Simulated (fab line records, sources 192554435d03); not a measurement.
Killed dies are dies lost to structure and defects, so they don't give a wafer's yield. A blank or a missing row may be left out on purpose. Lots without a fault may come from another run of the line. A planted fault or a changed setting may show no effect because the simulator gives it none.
One fault seen from 2 desks | flow n5_finfet | each desk has only its own numbers; what lay behind them comes last

THE TOOL OWNER'S DESK: rie_diel-01
The tool's own readings at N5_BEOL_M3_ETCH_70 (etches SOC in N2/H2, target depth 80 nm, overetch 16 nm, time 120 s): means of the sampled wafers that have a number, for each lot that ran on this tool. A lot is out of limits, marked OUT, if its mean lies more than 4 standard deviations from the usual mean; the brackets give that distance.
Columns: A = bias_w at N5_BEOL_M3_ETCH_70, usual 150.0 W; B = drypump_motor_current_A at N5_BEOL_M3_ETCH_70, usual 5.9 A; C = oes_product_au at N5_BEOL_M3_ETCH_70, usual 0.59 a.u.; D = rf_vpp_V at N5_BEOL_M3_ETCH_70, usual 523.7 V; E = showerhead_plenum_p_Torr at N5_BEOL_M3_ETCH_70, usual 2.53 Torr; F = throttle_valve_pct at N5_BEOL_M3_ETCH_70, usual 17.8 %
lot  | first seen here | A               | B   | C    | D                | E    | F
L675 | day 7 09:35     | 150.0           | 6.3 | 0.55 | 523.3            | 2.51 | 17.9
L678 | day 8 10:41     | 149.9           | 6.3 | 0.54 | 523.2            | 2.51 | 17.9
L681 | day 9 06:43     | 157.4 (+16) OUT | 6.3 | 0.59 | 540.2 (+6.6) OUT | 2.54 | 17.7
L683 | day 9 13:20     | 157.3 (+16) OUT | 6.2 | 0.59 | 540.4 (+6.7) OUT | 2.54 | 17.7
L685 | day 10 00:30    | 157.6 (+17) OUT | 6.3 | 0.58 | 539.8 (+6.5) OUT | 2.54 | 17.7
L693 | day 12 13:37    | 150.1           | 5.9 | 0.64 | 524.3            | 2.56 | 17.8
L696 | day 13 16:44    | 149.8           | 6.3 | 0.73 | 526.8            | 2.63 | 17.4
This desk's finding: out of limits on L681, L683, L685; first on L681, day 9 06:43 (bias_w at N5_BEOL_M3_ETCH_70). In limits: L675, L678, L693, L696.

THE METROLOGY DESK
What the gauges read, lot by lot, whatever tool the lot ran on: means of the sampled wafers that have a number. A lot is out of limits, marked OUT, if its mean lies more than 4 standard deviations from the usual mean; the brackets give that distance. Of its 10 readings 7 are shown: those that lie furthest out on some lot.
Columns: A = DIBL_P at N5_BEOL_M4_RC_MEAS_101, usual 36.7 mV/V; B = IOFF_N at N5_BEOL_M4_RC_MEAS_101, usual 0.16 nA/um; C = ION_N at N5_BEOL_M4_RC_MEAS_101, usual 673 uA/um; D = SS_N at N5_BEOL_M4_RC_MEAS_101, usual 71.5 mV/dec; E = SS_P at N5_BEOL_M4_RC_MEAS_101, usual 73.4 mV/dec; F = VT_N at N5_BEOL_M4_RC_MEAS_101, usual 250 mV; G = VT_P at N5_BEOL_M4_RC_MEAS_101, usual -251 mV
lot  | first seen here | A    | B    | C   | D    | E    | F   | G
L675 | day 8 12:34     | 36.8 | 0.17 | 686 | 71.7 | 73.9 | 250 | -253
L678 | day 9 00:22     | 37.8 | 0.17 | 672 | 71.1 | 72.7 | 250 | -248
L681 | day 10 00:22    | 37.4 | 0.16 | 667 | 71.8 | 73.8 | 253 | -251
L683 | day 10 04:03    | 37.0 | 0.15 | 661 | 71.7 | 73.7 | 252 | -253
L685 | day 10 21:15    | 31.5 | 0.12 | 666 | 70.6 | 72.5 | 254 | -249
L693 | day 13 08:08    | 35.6 | 0.16 | 674 | 71.4 | 73.0 | 249 | -249
L695 | day 14 07:53    | 38.0 | 0.16 | 682 | 71.2 | 73.5 | 247 | -250
L696 | day 14 13:20    | 37.0 | 0.15 | 668 | 71.3 | 73.2 | 252 | -256
This desk's finding: nothing out of limits on any of the 8 lots.

PUT TOGETHER
The tool owner's desk could have raised an alarm at day 9 06:43, on L681, L683, L685.
The metrology desk saw nothing out of limits.
The metrology desk has L681, L683, L685 on record, within its limits.
Of the lots named, all ran N5_BEOL_M3_ETCH_70 on rie_diel-01.

WHAT THE SIMULATOR HAD PUT IN
Process parameter drift: rie_diel-01, from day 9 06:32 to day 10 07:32, at N5_BEOL_M3_ETCH_70. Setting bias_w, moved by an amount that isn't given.
Lots struck among those shown: L681, L683, L685.
Hours from the fault's start to each desk's first reading out of limits: the tool owner's desk, 0.
